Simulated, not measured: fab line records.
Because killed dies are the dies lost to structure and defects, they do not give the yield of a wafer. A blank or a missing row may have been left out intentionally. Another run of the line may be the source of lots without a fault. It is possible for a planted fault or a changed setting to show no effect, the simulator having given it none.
Chamber matching + flow n5Finfet + N5_BEOL_M8_ETCH_62 on rieDiel-01: 4 sister chambers
The step etches SOC in N2/H2, target depth 110 nm, overetch 22 nm, time 165 s. 14 wafers are shown with their chamber, then 6 later ones without.

== WAFERS WITH THEIR CHAMBER ==
| wafer  | chamber | drypumpMotorCurrentA (A) | showerheadPlenumPTorr (Torr) | throttleValvePct (%) |
|--------|---------|--------------------------|------------------------------|----------------------|
| L899.2 | 2       | 5.6                      | 2.52                         | 17.78                |
| L899.5 | 0       | 6.2                      | 2.69                         | 18.07                |
| L899.6 | 3       | 6.4                      | 2.51                         | 17.66                |
| L898.1 | 3       | 6.4                      | 2.51                         | 17.66                |
| L898.4 | 0       | 6.2                      | 2.69                         | 18.07                |
| L898.5 | 1       | 6.0                      | 2.48                         | 17.76                |
| L902.2 | 3       | 6.4                      | 2.51                         | 17.69                |
| L902.3 | 2       | 5.6                      | 2.52                         | 17.80                |
| L902.4 | 1       | 6.0                      | 2.48                         | 17.77                |
| L901.1 | 1       | 5.9                      | 2.48                         | 17.77                |
| L901.4 | 0       | 6.2                      | 2.69                         | 18.08                |
| L901.6 | 0       | 6.2                      | 2.69                         | 18.08                |
| L916.3 | 2       | 5.6                      | 2.50                         | 17.49                |
| L916.6 | 1       | 6.0                      | 2.46                         | 17.86                |

SIGNATURES (means of the wafers above)
| reading               | chamber 0 | chamber 1 | chamber 2 | chamber 3 | scatter within a chamber |
|-----------------------|-----------|-----------|-----------|-----------|--------------------------|
| drypumpMotorCurrentA  | 6.200     | 5.975     | 5.600     | 6.400     | 0.0274                   |
| showerheadPlenumPTorr | 2.6900    | 2.4750    | 2.5133    | 2.5100    | 0.00753                  |
| throttleValvePct      | 18.0750   | 17.7900   | 17.6900   | 17.6700   | 0.0822                   |
Rule: a wafer's distance from a chamber is the root of the sum, over the readings, of the square of ((its reading less the chamber's mean) divided by the reading's scatter). The wafer belongs to the nearest chamber; if the next one is less than 2 further off, it can't be placed. The scatter: the root of (the sum of the squares of (reading less its chamber's mean) over the shown wafers, divided by (wafers less chambers)).

== WAFERS MISSING THEIR CHAMBER ==
| wafer  | drypumpMotorCurrentA (A) | showerheadPlenumPTorr (Torr) | throttleValvePct (%) |
|--------|--------------------------|------------------------------|----------------------|
| L917.1 | 6.0                      | 2.46                         | 17.86                |
| L917.3 | 6.4                      | 2.50                         | 17.39                |
| L917.4 | 6.2                      | 2.67                         | 18.17                |
| L920.2 | 6.2                      | 2.67                         | 18.18                |
| L920.3 | 5.9                      | 2.46                         | 17.87                |
| L920.6 | 6.0                      | 2.46                         | 17.85                |

== WHICH CHAMBER EACH ONE RAN IN ==
| wafer  | from the rows above | in truth |
|--------|---------------------|----------|
| L917.1 | 1                   | 1        |
| L917.3 | 3                   | 3        |
| L917.4 | 0                   | 0        |
| L920.2 | 0                   | 0        |
| L920.3 | 1                   | 1        |
| L920.6 | 1                   | 1        |
6 of 6 placed correctly. Can't be placed from these rows: 0. Wrongly placed: 0.
